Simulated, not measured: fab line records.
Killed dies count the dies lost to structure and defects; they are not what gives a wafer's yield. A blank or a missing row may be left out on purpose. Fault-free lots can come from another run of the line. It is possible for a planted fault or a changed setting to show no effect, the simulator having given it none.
Chamber matching | flow nandHarc | NHARC_P_M2_CMP_23 on cmp-02 has 4 sister chambers
The step polishes, t overpolish 20 s, target thk 144.3 nm. 4 wafers are shown with their chamber, then 8 later ones without.

== WAFERS, EACH WITH ITS CHAMBER ==
wafer  | chamber | motorCurrentA (A)
L080.3 | 3       | 10.8
L087.5 | 0       | 11.5
L087.6 | 1       | 13.8
L090.3 | 2       | 13.2

== WAFERS WHOSE CHAMBER IS MISSING ==
wafer  | motorCurrentA (A)
L090.4 | 12.5
L090.6 | 14.3
L091.1 | 10.8
L091.2 | 13.5
L091.4 | 11.2
L097.2 | 13.1
L097.3 | 9.9
L097.5 | 11.7

== WHICH CHAMBER EACH WENT THROUGH ==
wafer  | from the rows above          | in truth
L090.4 | can't be placed: 2 or 0 or 1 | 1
L090.6 | can't be placed: 1 or 2      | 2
L091.1 | can't be placed: 3 or 0      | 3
L091.2 | can't be placed: 1 or 2      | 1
L091.4 | can't be placed: 0 or 3      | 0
L097.2 | can't be placed: 2 or 1      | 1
L097.3 | can't be placed: 3 or 0      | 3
L097.5 | can't be placed: 0 or 3      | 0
Placed correctly: 0 of 8. Cannot be placed on the basis of these rows: 8; the candidates contain the true chamber in 8. Number placed wrongly: 0.
How it was worked out, from the rows above alone: a wafer's distance from a chamber is the root of the sum, over the readings, of the square of ((its reading less the chamber's mean) divided by the reading's scatter). The wafer belongs to the nearest chamber; if the next one is less than 2 further off, it can't be placed. A chamber's mean is the mean of its shown wafers. The scatter: root of mean squared gap, hidden wafer to nearest shown wafer, with one shown wafer a chamber.
